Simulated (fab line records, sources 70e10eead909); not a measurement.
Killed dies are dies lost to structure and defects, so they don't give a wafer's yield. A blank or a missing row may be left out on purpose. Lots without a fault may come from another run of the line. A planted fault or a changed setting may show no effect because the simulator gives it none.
fab line records | flow nand_harc
record lots=24 wafers=72 last_day=34
route steps=1302 shown P_ZERO_WELL@31 P_GATE@187 P_CONTACT@218 P_M0@263 P_M1@296
lots that met no fault: from a run of the same line without faults
start_h: hours from the record's first day to the start of the lot's first wafer shown | wait_h: hours since the lot's step before | " the same as in the row above | L1.1+2: a row that stands for several wafers | - no value, or no start given | * or withheld: withheld | < > ~ a bound
route shown NAME@n: a module of which the file shows steps, and the number in the route of the first | usual: mean/standard deviation of fault-free wafers | same: alike in all rows | chamber/n: place in a boat | sites: the reading at each site | _std_site: their standard deviation | _edge_site: outer sites' mean less inner sites' | radius_mm: how far each site lies from the wafer's centre | mask NAME#n: copy n | behind: the tool/chamber that last shaped the wafer | hold: why the lot was held/for how many hours/how that ended | device: the transistor (n, p or np) that didn't switch | end of line: the same wafers' tests at the end of the route | a step without rows: its recipe alone | killed: dies lost to structure and defects at the first sort, not the wafer's yield | map: a wafer's dies, x killed, . not, _ none there
set.NAME: the setting as run; set.NAME@STEP: as run at that earlier step | model.NAME: the simulator's own value behind a step, which no gauge read
steps of the route over a sample of lots; a table a step, a row a wafer
services: from which hour (start_h, from the record's first day; less than 0 if before it) a tool's chamber was out of use, for how many hours, and why
## steps
# step NHARC_P_ZERO_WELL_DESCUM_26
# recipe time_s=3 o2_flow_sccm=200 ar_flow_sccm=0 bias_power_w=0 chemistry=O2
# usual drypump_motor_current_A=5.9/0.37 oes_product_au=1.002/0.0079 rf_vpp_V=57.8/0.88 showerhead_plenum_p_Torr=1.93/0.098 throttle_valve_pct=11.311/0.009
# columns lot.wafer tool chamber start_h wait_h drypump_motor_current_A oes_product_au rf_hours_counter_h rf_vpp_V showerhead_plenum_p_Torr throttle_valve_pct
L074.3 rie_diel-13 2 22.52 - 6.3 1.002 7 56.9 1.80 11.313
L074.2 " 0 " " 6.4 1.012 6 57.1 1.86 11.305
L074.4 " 2 " " 6.2 0.999 - 57.2 1.80 11.319
L075.4 rie_diel-05 1 34.00 - 5.5 1.005 50 57.9 2.06 11.317
L075.3 " 2 " " 5.3 1.009 46 57.9 2.02 11.310
L075.1 " 0 " " 6.2 1.009 50 59.0 2.02 11.319
L076.2 rie_diel-05 0 42.76 - 6.2 1.008 53 58.4 2.02 11.313
L076.3 " 2 " " 5.3 1.000 48 58.2 2.02 11.306
L076.6 " 0 " " 6.2 1.000 - 57.7 2.02 11.317
L077.3 rie_diel-07 3 53.00 - 6.1 0.998 35 59.3 2.06 11.313
L077.2 " 0 " " 6.1 1.010 35 56.6 1.80 11.300
L077.6 " 3 " " 6.2 1.006 - 58.8 2.06 11.304
L078.4 rie_diel-07 3 62.96 - 6.1 0.999 40 58.1 2.06 11.324
L078.1 " 2 " " 5.9 1.006 41 56.8 1.92 11.327
L078.5 " 3 " " 6.1 0.995 - 57.5 2.06 11.319
L079.4 rie_diel-13 0 82.77 - 6.5 1.004 28 60.0 1.85 11.304
L079.1 " 1 " " 6.4 1.000 27 57.5 2.03 11.307
L079.6 " 3 " " 6.1 0.996 - 57.6 1.84 11.299
L080.3 rie_diel-05 2 82.92 - 5.3 1.000 8 57.3 2.01 11.312
L080.4 " 1 " " 5.5 1.011 8 57.8 2.06 11.310
L080.5 " 2 " " 5.3 0.993 - 58.3 2.01 11.303
L081.2 rie_diel-07 0 92.62 - 6.1 1.006 46 57.9 1.79 11.297
L081.3 " 1 " " 5.7 1.003 45 55.6 1.83 11.310
L081.6 " 1 " " 5.7 1.000 - 57.7 1.83 11.315
L082.1 rie_diel-05 2 102.81 - 5.3 0.996 15 57.3 2.01 11.306
L082.5 " 2 " " 5.3 0.990 - 57.8 2.01 11.313
L082.6 " 3 " " 5.5 0.995 - 57.7 1.91 11.324
L083.3 rie_diel-07 3 112.75 - 6.1 0.995 53 58.0 2.06 11.303
L083.4 " 1 " " 5.8 1.004 51 57.3 1.83 11.316
L083.6 " 0 " " 6.1 0.998 - 58.3 1.79 11.314
L084.3 rie_diel-13 2 123.35 - 6.2 1.002 52 58.1 1.78 11.293
L084.4 " 0 " " 6.5 1.002 40 57.0 1.85 11.296
L084.6 " 3 " " 6.1 1.010 - 58.2 1.84 11.289
L085.3 rie_diel-07 0 132.85 - 6.1 1.010 2 55.6 1.79 11.325
L085.6 " 3 " " 6.1 0.995 - 57.8 2.06 11.312
L085.5 " 0 " " 6.1 1.004 - 56.5 1.79 11.301
L086.2 rie_diel-05 2 143.02 - 5.3 0.994 27 57.5 2.01 11.310
L086.4 " 0 " " 6.2 0.994 18 59.2 2.01 11.324
L086.6 " 3 " " 5.5 0.994 - 57.9 1.91 11.318
L087.2 rie_diel-05 2 153.80 - 5.3 1.003 32 59.8 2.01 11.302
L087.5 " 2 " " 5.3 1.002 - 58.2 2.00 11.318
L087.6 " 3 " " 5.5 1.018 - 57.7 1.91 11.297
L088.3 rie_diel-07 3 162.74 - 6.1 0.989 10 58.4 2.06 11.308
L088.2 " 1 " " 5.7 1.010 12 57.3 1.82 11.290
L088.5 " 2 " " 5.9 1.007 - 58.5 1.91 11.308
L089.3 rie_diel-05 1 173.36 - 5.5 0.991 37 58.6 2.05 11.311
L089.2 " 2 " " 5.3 1.007 38 58.6 2.00 11.310
L089.4 " 3 " " 5.5 1.000 28 57.0 1.90 11.301
L090.1 rie_diel-13 0 182.67 - 6.5 1.008 3 59.1 1.84 11.314
L090.2 " 2 " " 6.2 0.992 3 56.0 1.78 11.306
L090.3 " 3 " " 6.1 0.996 3 57.5 1.83 11.300
L091.2 rie_diel-07 2 192.78 - 5.9 1.015 23 56.5 1.91 11.332
L091.4 " 3 " " 6.1 0.992 23 57.9 2.05 11.300
L091.5 " 1 " " 5.7 1.005 - 56.4 1.82 11.321
L092.2 rie_diel-05 2 202.78 - 5.3 1.004 50 58.5 2.00 11.302
L092.4 " 0 " " 6.2 1.004 35 57.5 2.01 11.317
L092.5 " 3 " " 5.5 1.008 - 57.5 1.90 11.314
L093.1 rie_diel-05 3 212.72 - 5.5 1.000 42 57.9 1.90 11.304
L093.2 " 0 " " 6.2 0.990 39 58.6 2.01 11.311
L093.4 " 2 " " 5.3 0.993 52 56.7 2.00 11.301
L094.1 rie_diel-05 2 222.49 - 5.3 0.989 54 59.1 2.00 11.321
L094.4 " 0 " " 6.2 0.995 40 59.3 2.01 11.298
L094.2 " 1 " " 5.5 0.997 51 57.7 2.04 11.302
L095.2 rie_diel-13 2 232.75 - 6.3 0.991 20 56.8 1.77 11.295
L095.4 " 3 " " 6.1 0.990 20 55.9 1.83 11.315
L095.5 " 1 " " 6.4 1.001 - 59.5 2.01 11.319
L096.4 rie_diel-07 2 242.78 - 5.9 1.013 38 57.1 1.90 11.313
L096.2 " 3 " " 6.1 0.997 41 58.6 2.04 11.311
L096.6 " 3 " " 6.1 1.006 - 57.6 2.04 11.307
L097.4 rie_diel-07 1 252.75 - 5.7 1.002 44 58.5 1.81 11.307
L097.2 " 3 " " 6.1 0.988 43 58.5 2.04 11.322
L097.6 " 2 " " 6.0 1.019 - 57.4 1.90 11.331
# step NHARC_P_GATE_DESCUM_61
# recipe time_s=3 o2_flow_sccm=200 ar_flow_sccm=0 bias_power_w=0 chemistry=O2
# usual drypump_motor_current_A=5.7/0.41 oes_product_au=0.999/0.0076 rf_vpp_V=57.9/0.85 showerhead_plenum_p_Torr=1.92/0.068 throttle_valve_pct=11.310/0.0089
# columns lot.wafer tool chamber start_h wait_h drypump_motor_current_A oes_product_au rf_hours_counter_h rf_vpp_V showerhead_plenum_p_Torr throttle_valve_pct
L074.2 rie_diel-08 2 118.68 - 5.4 1.002 6 58.0 1.83 11.305
L074.4 " 3 " " 6.1 0.990 6 57.7 1.93 11.319
L074.3 " 0 " " 5.9 0.996 6 59.0 2.04 11.310
L075.1 rie_diel-08 3 125.29 - 6.1 1.003 6 58.4 1.93 11.321
L075.3 " 0 " " 5.9 0.998 6 57.8 2.04 11.316
L075.4 " 2 " " 5.4 1.007 6 58.4 1.83 11.314
L076.2 rie_diel-06 1 129.98 - 6.1 0.995 9 57.5 1.95 11.310
L076.3 " 2 " " 5.8 0.995 11 57.5 1.96 11.309
L076.6 " 2 " " 5.8 0.996 - 57.0 1.96 11.327
L077.3 rie_diel-08 3 134.97 - 6.1 0.997 6 57.8 1.93 11.297
L077.2 " 0 " " 5.8 1.009 6 57.5 2.04 11.305
L077.6 " 0 " " 5.8 0.995 - 57.4 2.04 11.290
L078.4 rie_diel-06 2 149.86 - 5.8 0.984 0 59.3 1.96 11.308
L078.1 " 0 " " 4.7 0.993 0 58.1 1.87 11.308
L078.5 " 1 " " 6.1 0.996 - 57.8 1.95 11.296
L079.1 rie_diel-08 3 168.66 - 6.1 1.005 8 58.3 1.93 11.320
L079.4 " 3 " " 6.1 0.996 - 58.2 1.93 11.303
L079.6 " 1 " " 5.5 0.997 - 58.3 1.85 11.307
L080.3 rie_diel-06 0 168.98 - 4.8 1.007 1 58.0 1.87 11.322
L080.4 " 0 " " 4.7 1.008 - 57.9 1.87 11.311
L080.5 " 1 " " 6.1 1.009 - 58.8 1.95 11.306
L081.2 rie_diel-04 3 187.12 - 5.2 0.998 0 59.0 1.99 11.325
L081.3 " 2 " " 5.7 0.997 0 57.8 1.98 11.305
L081.6 " 3 " " 5.1 0.999 - 56.6 1.99 11.304
L082.1 rie_diel-08 1 187.47 - 5.5 0.982 8 58.2 1.85 11.302
L082.6 " 1 " " 5.5 0.990 - 56.8 1.85 11.302
L082.5 " 3 " " 6.1 0.988 - 58.7 1.93 11.322
L083.3 rie_diel-04 0 199.76 - 5.8 1.007 0 56.8 1.82 11.302
L083.4 " 1 " " 6.2 0.993 0 57.7 1.89 11.311
L083.6 " 1 " " 6.2 0.990 - 57.2 1.89 11.302
L084.4 rie_diel-08 3 215.25 - 6.1 0.991 2 57.7 1.93 11.305
L084.3 " 0 " " 5.9 0.998 3 59.5 2.04 11.309
L084.6 " 0 " " 5.9 0.988 - 60.0 2.04 11.292
L085.3 rie_diel-04 0 222.13 - 5.8 0.990 1 56.8 1.82 11.321
L085.5 " 0 " " 5.8 0.995 - 56.8 1.82 11.325
L085.6 " 1 " " 6.2 0.985 - 57.2 1.89 11.306
L086.2 rie_diel-06 3 229.05 - 6.0 1.001 4 59.3 1.99 11.324
L086.4 " 2 " " 5.8 0.982 3 57.6 1.96 11.311
L086.6 " 0 " " 4.7 0.988 - 59.3 1.87 11.305
L089.2 rie_diel-06 3 253.12 - 5.9 1.005 5 58.7 1.99 11.303
L089.3 " 0 " " 4.7 0.990 5 57.1 1.87 11.302
L089.4 " 2 " " 5.8 1.007 4 59.2 1.96 11.306
L087.2 rie_diel-08 2 253.49 - 5.5 1.002 2 58.2 1.82 11.322
L087.5 " 2 " " 5.5 1.006 - 57.1 1.83 11.308
L087.6 " 3 " " 6.1 0.993 - 58.2 1.93 11.315
L088.3 rie_diel-06 0 253.88 - 4.7 1.003 5 58.4 1.87 11.309
L088.2 " 1 " " 6.0 1.006 5 58.7 1.95 11.304
L088.5 " 3 " " 6.0 1.020 - 57.4 1.99 11.322
L090.2 rie_diel-06 0 274.19 - 4.7 0.996 6 58.9 1.87 11.296
L090.1 " 1 " " 6.1 0.998 7 59.3 1.95 11.308
L090.3 " 3 " " 6.1 1.001 7 58.7 1.99 11.314
L091.2 rie_diel-06 2 277.82 - 5.7 1.001 7 57.9 1.96 11.314
L091.4 " 0 " " 4.7 0.997 7 57.3 1.87 11.324
L091.5 " 3 " " 6.0 1.002 - 58.3 1.99 11.308
L092.2 rie_diel-04 1 290.31 - 6.2 0.987 5 58.4 1.89 11.300
L092.4 " 2 " " 5.7 0.999 5 57.5 1.97 11.328
L092.5 " 1 " " 6.2 0.998 - 58.5 1.89 11.311
L093.2 rie_diel-06 0 300.61 - 4.7 0.995 8 58.8 1.87 11.317
L093.1 " 2 " " 5.8 1.012 7 58.0 1.96 11.319
L093.4 " 3 " " 6.0 1.009 8 58.1 1.99 11.298
L095.2 rie_diel-04 1 311.58 - 6.2 0.993 6 57.1 1.89 11.330
L095.4 " 2 " " 5.7 0.991 6 59.1 1.97 11.297
L095.5 " 2 " " 5.7 0.995 - 58.0 1.97 11.308
L094.2 rie_diel-08 0 312.27 - 5.9 0.998 8 59.1 2.04 11.305
L094.4 " 1 " " 5.5 0.993 7 56.4 1.85 11.317
L094.1 " 2 " " 5.4 0.999 7 58.5 1.82 11.325
L096.4 rie_diel-08 1 323.60 - 5.5 0.998 7 57.7 1.85 11.307
L096.2 " 2 " " 5.4 1.009 7 57.1 1.82 11.318
L096.6 " 0 " " 5.8 1.008 - 56.7 2.03 11.306
L097.2 rie_diel-08 2 337.93 - 5.5 1.009 9 57.7 1.82 11.318
L097.4 " 0 " " 5.8 1.000 10 58.9 2.03 11.311
L097.6 " 3 " " 6.1 0.990 - 57.7 1.93 11.308
# step NHARC_P_GATE_DESCUM_93
# recipe time_s=3 o2_flow_sccm=200 ar_flow_sccm=0 bias_power_w=0 chemistry=O2
# usual drypump_motor_current_A=5.7/0.41 oes_product_au=0.999/0.0083 rf_vpp_V=57.8/0.99 showerhead_plenum_p_Torr=1.92/0.067 throttle_valve_pct=11.310/0.009
# columns lot.wafer tool chamber start_h wait_h drypump_motor_current_A oes_product_au rf_hours_counter_h rf_vpp_V showerhead_plenum_p_Torr throttle_valve_pct
L074.2 rie_diel-04 0 127.04 - 5.8 0.990 4.0 57.3 1.82 11.313
L074.3 " 1 " " 6.2 0.991 4.7 58.5 1.89 11.312
L074.4 " 2 " " 5.6 1.001 5.4 58.6 1.98 11.298
L075.3 rie_diel-08 1 127.06 - 5.5 1.009 5.7 57.6 1.85 11.296
L075.4 " 2 " " 5.5 1.013 6.0 56.9 1.83 11.300
L075.1 " 0 " " 5.8 1.011 5.9 60.7 2.04 11.318
L076.2 rie_diel-04 1 131.56 - 6.2 0.985 4.7 56.4 1.89 11.315
L076.3 " 3 " " 5.1 0.992 5.1 58.3 2.00 11.317
L076.6 " 2 " " 5.6 0.983 - 57.5 1.98 11.321
L077.3 rie_diel-04 1 136.78 - 6.2 0.996 4.8 59.8 1.89 11.296
L077.2 " 3 " " 5.1 0.997 5.2 57.1 1.99 11.317
L077.6 " 2 " " 5.6 0.992 - 58.9 1.98 11.311
L078.1 rie_diel-08 3 151.44 - 6.1 0.995 8.1 55.9 1.93 11.318
L078.4 " 3 " " 6.1 1.003 - 56.8 1.93 11.319
L078.5 " 2 " " 5.4 1.000 - 57.3 1.83 11.311
L079.1 rie_diel-06 1 170.37 - 6.1 1.004 1.2 57.7 1.95 11.318
L079.4 " 3 " " 6.0 1.008 - 57.3 1.99 11.303
L079.6 " 0 " " 4.7 1.000 - 58.4 1.87 11.304
L080.3 rie_diel-08 3 170.73 - 6.1 0.996 8.5 56.8 1.93 11.311
L080.4 " 0 " " 5.8 1.002 7.2 59.2 2.04 11.330
L080.5 " 2 " " 5.5 1.002 - 57.1 1.83 11.316
L081.3 rie_diel-06 2 188.73 - 5.8 1.005 1.5 57.1 1.96 11.312
L081.2 " 3 " " 6.0 1.005 2.9 57.2 1.99 11.306
L081.6 " 3 " " 6.0 1.011 - 58.9 1.99 11.311
L082.1 rie_diel-06 2 189.22 - 5.8 1.012 1.5 57.0 1.96 11.313
L082.5 " 0 " " 4.7 1.004 - 57.9 1.87 11.315
L082.6 " 2 " " 5.8 1.000 - 59.7 1.96 11.301
L083.4 rie_diel-04 1 201.47 - 6.2 0.999 0.2 57.4 1.89 11.325
L083.3 " 2 " " 5.6 0.988 0.3 59.4 1.98 11.316
L083.6 " 2 " " 5.6 1.001 - 58.5 1.98 11.305
L084.4 rie_diel-08 3 216.85 - 6.1 0.991 2.5 58.9 1.93 11.317
L084.3 " 1 " " 5.5 1.001 1.8 57.6 1.85 11.301
L084.6 " 3 " " 6.1 0.993 - 58.3 1.93 11.314
L085.3 rie_diel-04 0 223.88 - 5.8 1.006 0.6 58.6 1.82 11.308
L085.6 " 1 " " 6.2 1.002 - 58.1 1.89 11.312
L085.5 " 2 " " 5.6 1.005 - 57.8 1.98 11.309
L086.2 rie_diel-06 2 230.78 - 5.8 1.006 3.3 57.8 1.96 11.324
L086.4 " 0 " " 4.8 1.001 4.2 57.1 1.87 11.315
L086.6 " 2 " " 5.8 1.006 - 57.4 1.96 11.318
L089.2 rie_diel-04 1 254.82 - 6.2 0.990 2.9 57.5 1.89 11.300
L089.4 " 2 " " 5.6 0.993 2.9 57.2 1.98 11.304
L089.3 " 3 " " 5.1 0.995 3.6 58.6 1.99 11.306
L087.2 rie_diel-08 0 255.44 - 5.9 1.002 4.2 59.6 2.04 11.303
L087.5 " 0 " " 5.9 1.001 - 59.1 2.04 11.311
L087.6 " 1 " " 5.5 0.996 - 57.8 1.85 11.309
L088.3 rie_diel-06 3 255.76 - 6.0 1.011 5.2 58.5 1.99 11.312
L088.2 " 1 " " 6.1 1.014 5.4 56.6 1.95 11.304
L088.5 " 3 " " 6.0 1.005 - 59.6 1.99 11.323
L090.3 rie_diel-08 2 276.27 - 5.5 1.004 4.0 57.3 1.82 11.306
L090.1 " 3 " " 6.1 0.990 4.4 57.2 1.93 11.322
L090.2 " 0 " " 5.8 0.980 5.0 58.9 2.04 11.308
L091.2 rie_diel-06 2 279.53 - 5.8 0.985 6.7 56.6 1.96 11.316
L091.4 " 3 " " 6.1 1.006 7.1 58.1 1.99 11.314
L091.5 " 2 " " 5.8 0.992 - 60.0 1.96 11.305
L092.2 rie_diel-06 1 292.06 - 6.1 1.016 8.4 57.3 1.95 11.308
L092.4 " 2 " " 5.8 1.002 7.4 58.2 1.96 11.302
L092.5 " 1 " " 6.1 1.009 - 59.2 1.94 11.309
L093.4 rie_diel-08 2 302.32 - 5.5 0.997 5.9 58.7 1.82 11.318
L093.2 " 3 " " 6.1 0.995 6.5 55.9 1.93 11.311
L093.1 " 1 " " 5.5 0.991 5.9 56.4 1.85 11.314
L095.4 rie_diel-04 1 313.30 - 6.2 0.996 5.8 56.6 1.89 11.300
L095.2 " 0 " " 5.8 0.998 6.8 58.0 1.82 11.298
L095.5 " 2 " " 5.6 0.993 - 57.2 1.97 11.309
L094.1 rie_diel-08 2 313.85 - 5.5 1.008 7.2 58.8 1.82 11.311
L094.4 " 3 " " 6.1 1.002 7.9 57.8 1.93 11.306
L094.2 " 1 " " 5.5 0.996 7.3 57.8 1.85 11.306
L096.4 rie_diel-04 2 325.30 - 5.6 0.997 6.3 57.8 1.97 11.303
L096.2 " 1 " " 6.2 0.990 6.2 58.8 1.89 11.317
L096.6 " 3 " " 5.1 0.989 - 59.6 1.99 11.302
L097.2 rie_diel-04 0 339.51 - 5.9 1.004 7.8 56.3 1.82 11.297
L097.4 " 3 " " 5.2 0.991 7.8 57.8 1.99 11.311
L097.6 " 1 " " 6.2 0.993 - 58.4 1.89 11.304
# step NHARC_P_CONTACT_DEP_00
# recipe target_thk_a=5000 temp_c=400 pressure_torr=6.5 rf_w=900 teos_flow_sccm=161.4 flow_sccm=2650 target_thk_nm=500 gas=O2 material=SiO2
# usual heater_power_w=523/78 rf_fwd_power_W=898.2/2.8 throttle_valve_pct=16.1/0.71
# columns lot.wafer tool chamber start_h wait_h heater_power_w rf_fwd_power_W throttle_valve_pct
L074.3 pecvd-04 0 - - 466 897.0 16.0
L074.2 " 1 " " 421 906.1 16.9
L074.4 " 0 " " 503 890.5 15.8
L075.1 pecvd-03 1 - - 633 900.1 15.7
L075.3 " 0 " " 499 902.3 15.1
L075.4 " 0 " " 526 900.3 15.4
L076.3 pecvd-04 0 - - 588 899.4 16.0
L076.2 " 1 " " 455 901.3 16.7
L076.6 " 0 " " 444 894.9 15.9
L077.2 pecvd-03 1 - - 668 899.3 15.8
L077.3 " 2 " " 558 892.6 15.2
L077.6 " 2 " " 589 899.4 14.9
L078.1 pecvd-04 2 - - 524 897.4 16.4
L078.4 " 0 " " 551 900.5 15.7
L078.5 " 2 " " 406 900.2 16.5
L079.1 pecvd-03 1 - - 669 894.7 16.0
L079.4 " 1 " " 713 894.4 15.8
L079.6 " 2 " " 589 896.3 15.2
L080.3 pecvd-04 0 - - 534 898.7 15.9
L080.4 " 2 " " 461 895.0 16.4
L080.5 " 1 " " 447 896.2 16.8
L081.3 pecvd-01 2 - - 503 894.7 14.2
L081.2 " 0 " " 507 900.4 16.4
L081.6 " 1 " " 552 893.6 15.7
L082.1 pecvd-04 1 - - 460 898.2 17.3
L082.6 " 0 " " 553 903.6 16.0
L082.5 " 2 " " 491 899.2 16.6
L083.3 pecvd-03 0 - - 526 899.3 15.1
L083.6 " 1 " " 761 897.1 15.8
L083.4 " 2 " " 616 900.8 15.4
L084.3 pecvd-04 0 - - 562 894.6 16.4
L084.4 " 2 " " 522 895.7 16.7
L084.6 " 0 " " 575 898.7 15.8
L085.3 pecvd-04 0 - - 585 899.2 16.3
L085.5 " 0 " " 597 898.3 16.1
L085.6 " 1 " " 359 898.5 17.3
L086.2 pecvd-04 0 - - 577 898.1 16.0
L086.4 " 1 " " 407 898.3 17.3
L086.6 " 0 " " 594 893.9 15.9
L089.2 pecvd-04 0 - - 594 897.4 16.2
L089.3 " 1 " " 453 892.8 17.1
L089.4 " 1 " " 463 893.2 17.3
L087.2 pecvd-04 2 - - 499 894.3 16.6
L087.5 " 2 " " 520 900.8 16.6
L087.6 " 1 " " 352 897.6 17.6
L088.2 pecvd-04 1 - - 464 901.8 17.7
L088.3 " 2 " " 468 897.4 16.7
L088.5 " 2 " " 502 899.5 16.7
L090.3 pecvd-01 2 - - 442 895.8 14.3
L090.2 " 0 " " 581 899.6 16.4
L090.1 " 1 " " 465 893.1 16.1
L091.2 pecvd-04 2 - - 451 895.3 15.8
L091.5 " 0 " " 543 899.1 16.3
L091.4 " 1 " " 518 895.7 16.3
L092.2 pecvd-04 1 - - 523 897.0 16.3
L092.4 " 0 " " 644 898.2 16.5
L092.5 " 1 " " 541 899.2 16.0
L093.2 pecvd-03 0 - - 534 895.8 15.6
L093.1 " 1 " " 644 902.1 16.1
L093.4 " 0 " " 562 896.9 15.6
L095.2 pecvd-04 0 - - 550 900.7 16.2
L095.4 " 1 " " 417 899.1 16.7
L095.5 " 2 " " 529 894.8 15.7
L094.1 pecvd-04 0 - - 495 905.9 16.3
L094.2 " 1 " " 507 901.1 16.1
L094.4 " 2 " " 504 897.1 15.7
L096.2 pecvd-03 2 - - 541 899.6 15.1
L096.4 " 1 " " 590 899.5 16.3
L096.6 " 2 " " 560 895.7 15.6
L097.2 pecvd-01 0 - - 461 897.2 16.5
L097.6 " 0 " " 504 894.0 16.9
L097.4 " 1 " " 465 900.7 15.7
# step NHARC_P_M0_CD_MEAS_09
# recipe target_cd_nm=90 landing_energy_ev=500
# usual cd_nm=89.9/0.52
# columns lot.wafer tool chamber start_h wait_h cd_nm
L074.2 cd_sem-02 0 135.60 - 90.0
L074.3 " 0 " " 90.6
L074.4 " 0 " " 89.9
L075.1 cd_sem-02 0 136.49 - 90.1
L075.3 " 0 " " 89.9
L075.4 " 0 " " 89.0
L076.2 cd_sem-03 0 140.24 - 89.7
L076.3 " 0 " " 89.6
L076.6 " 0 " " 88.7
L077.2 cd_sem-01 0 146.47 - 89.8
L077.3 " 0 " " 90.6
L077.6 " 0 " " 89.2
L078.1 cd_sem-02 0 160.44 - 89.9
L078.4 " 0 " " 90.1
L078.5 " 0 " " 90.0
L079.1 cd_sem-02 0 179.09 - 89.6
L079.4 " 0 " " 89.4
L079.6 " 0 " " 89.3
L080.3 cd_sem-01 0 180.02 - 90.4
L080.4 " 0 " " 89.2
L080.5 " 0 " " 89.5
L081.2 cd_sem-02 0 197.45 - 90.1
L081.3 " 0 " " 90.3
L081.6 " 0 " " 90.0
L082.1 cd_sem-01 0 197.99 - 90.3
L082.5 " 0 " " 90.1
L082.6 " 0 " " 90.5
L083.3 cd_sem-02 0 210.19 - 89.5
L083.4 " 0 " " 89.7
L083.6 " 0 " " 89.8
L084.3 cd_sem-02 0 225.46 - 88.7
L084.4 " 0 " " 89.8
L084.6 " 0 " " 89.5
L085.3 cd_sem-01 0 232.81 - 88.7
L085.5 " 0 " " 89.0
L085.6 " 0 " " 89.4
L086.2 cd_sem-02 0 239.53 - 90.7
L086.4 " 0 " " 90.7
L086.6 " 0 " " 90.4
L089.2 cd_sem-03 0 264.14 - 89.5
L089.3 " 0 " " 88.8
L089.4 " 0 " " 90.0
L087.2 cd_sem-03 0 264.80 - 89.9
L087.5 " 0 " " 90.8
L087.6 " 0 " " 89.7
L088.2 cd_sem-03 0 265.66 - 90.0
L088.3 " 0 " " 90.0
L088.5 " 0 " " 89.9
L090.1 cd_sem-01 0 285.06 - 90.6
L090.2 " 0 " " 90.7
L090.3 " 0 " " 90.6
L091.2 cd_sem-01 0 288.03 - 89.6
L091.4 " 0 " " 90.4
L091.5 " 0 " " 89.4
L092.2 cd_sem-03 0 300.72 - 90.0
L092.4 " 0 " " 89.5
L092.5 " 0 " " 89.9
L093.1 cd_sem-02 0 311.05 - 90.2
L093.2 " 0 " " 90.1
L093.4 " 0 " " 89.8
L095.2 cd_sem-03 0 321.97 - 90.4
L095.4 " 0 " " 89.2
L095.5 " 0 " " 89.5
L094.1 cd_sem-02 0 322.59 - 90.2
L094.2 " 0 " " 90.6
L094.4 " 0 " " 90.9
L096.2 cd_sem-03 0 334.02 - 91.1
L096.4 " 0 " " 90.1
L096.6 " 0 " " 90.9
L097.2 cd_sem-02 0 348.04 - 90.2
L097.4 " 0 " " 90.3
L097.6 " 0 " " 90.0
# step NHARC_P_M1_OVL_MEAS_10
# recipe pitch_nm=260
# usual overlay_x_nm=-0.1/0.8 overlay_y_nm=-0.3/0.84
# columns lot.wafer tool chamber start_h wait_h overlay_x_nm overlay_y_nm
L074.2 overlay-02 - 139.77 - 0.4 -0.3
L074.3 " - " " 0.5 -0.4
L074.4 " - " " 0.2 -0.4
L075.1 overlay-01 - 140.72 - -0.1 -1.4
L075.3 " - " " -0.6 -1.5
L075.4 " - " " 0.2 -1.5
L076.2 overlay-01 - 144.28 - -0.7 0.3
L076.3 " - " " -0.8 -0.2
L076.6 " - " " -1.4 -0.1
L077.2 overlay-02 - 150.61 - -0.9 0.8
L077.3 " - " " -0.7 0.7
L077.6 " - " " -0.6 0.9
L078.1 overlay-02 - 164.85 - -0.7 0.3
L078.4 " - " " -0.6 -0.3
L078.5 " - " " -0.1 -0.4
L079.1 overlay-02 - 183.28 - 1.0 -0.2
L079.4 " - " " 0.7 -0.5
L079.6 " - " " 0.3 -0.5
L080.3 overlay-02 - 184.19 - -0.1 -1.2
L080.4 " - " " -0.2 -0.9
L080.5 " - " " -0.3 -1.4
L081.2 overlay-02 - 201.71 - -0.5 0.7
L081.3 " - " " -0.7 0.9
L081.6 " - " " -0.4 1.0
L082.1 overlay-01 - 202.16 - 0.0 0.2
L082.5 " - " " 0.1 -0.6
L082.6 " - " " -0.2 -0.5
L083.3 overlay-02 - 214.33 - -0.4 -0.3
L083.4 " - " " -1.0 -0.7
L083.6 " - " " 0.1 -0.4
L084.3 overlay-01 - 229.65 - -0.1 -1.4
L084.4 " - " " -0.2 -0.9
L084.6 " - " " -0.2 -0.4
L085.3 overlay-01 - 236.96 - -0.5 0.6
L085.5 " - " " -0.7 0.0
L085.6 " - " " -0.6 0.6
L086.2 overlay-01 - 243.54 - -0.5 0.3
L086.4 " - " " -0.1 0.5
L086.6 " - " " -0.7 1.2
L089.2 overlay-01 - 268.30 - -0.1 -1.0
L089.3 " - " " 0.1 -1.2
L089.4 " - " " -0.5 -0.7
L087.2 overlay-01 - 268.95 - 0.4 -0.4
L087.5 " - " " 0.1 -0.3
L087.6 " - " " 0.4 -1.2
L088.2 overlay-02 - 269.88 - 0.5 -0.5
L088.3 " - " " -0.1 -0.9
L088.5 " - " " 1.1 -1.1
L090.1 overlay-01 - 289.26 - 0.0 0.6
L090.2 " - " " -0.4 0.5
L090.3 " - " " -0.2 0.7
L091.2 overlay-01 - 292.08 - 0.1 -1.9
L091.4 " - " " -0.3 -1.8
L091.5 " - " " -0.1 -1.4
L092.2 overlay-01 - 304.90 - 0.6 1.4
L092.4 " - " " 0.3 1.5
L092.5 " - " " 0.5 1.1
L093.1 overlay-01 - 315.10 - -1.3 0.9
L093.2 " - " " -1.3 0.1
L093.4 " - " " -1.5 0.0
L095.2 overlay-02 - 326.13 - 2.0 0.3
L095.4 " - " " 2.5 -0.1
L095.5 " - " " 2.6 0.2
L094.1 overlay-01 - 326.77 - 1.1 0.6
L094.2 " - " " 1.3 0.2
L094.4 " - " " 1.6 0.2
L096.2 overlay-02 - 338.10 - -0.2 -1.6
L096.4 " - " " -0.3 -1.9
L096.6 " - " " -0.8 -1.3
L097.2 overlay-01 - 352.96 - -0.8 -1.7
L097.4 " - " " -0.5 -1.1
L097.6 " - " " -1.2 -1.2
## services
# columns tool chamber start_h hours kind
rie_diel-04 0 0.55 19.8 repair
rie_diel-04 - 0.90 9.0 pm
rie_diel-08 - 14.47 9.0 pm
rie_diel-06 - 43.07 0.2 repair
rie_diel-05 - 52.63 9.0 pm
rie_diel-05 0 71.89 6.3 repair
rie_diel-06 1 73.50 4.4 repair
pecvd-04 - 88.21 13.0 pm
rie_diel-06 - 130.20 9.0 pm
rie_diel-08 0 147.02 23.0 repair
rie_diel-04 - 164.10 0.3 repair
rie_diel-06 2 166.11 20.1 repair
rie_diel-08 3 175.05 12.2 repair
rie_diel-04 - 177.90 9.0 pm
rie_diel-08 2 180.09 9.1 repair
rie_diel-06 1 185.32 13.0 repair
rie_diel-08 - 191.47 9.0 pm
rie_diel-04 0 206.37 1.6 repair
rie_diel-04 3 218.29 5.2 repair
rie_diel-04 - 231.93 2.4 repair
rie_diel-08 1 248.51 4.1 repair
pecvd-04 - 269.21 13.0 pm
rie_diel-06 1 294.07 1.2 repair
rie_diel-06 - 307.20 9.0 pm
## key
fault none
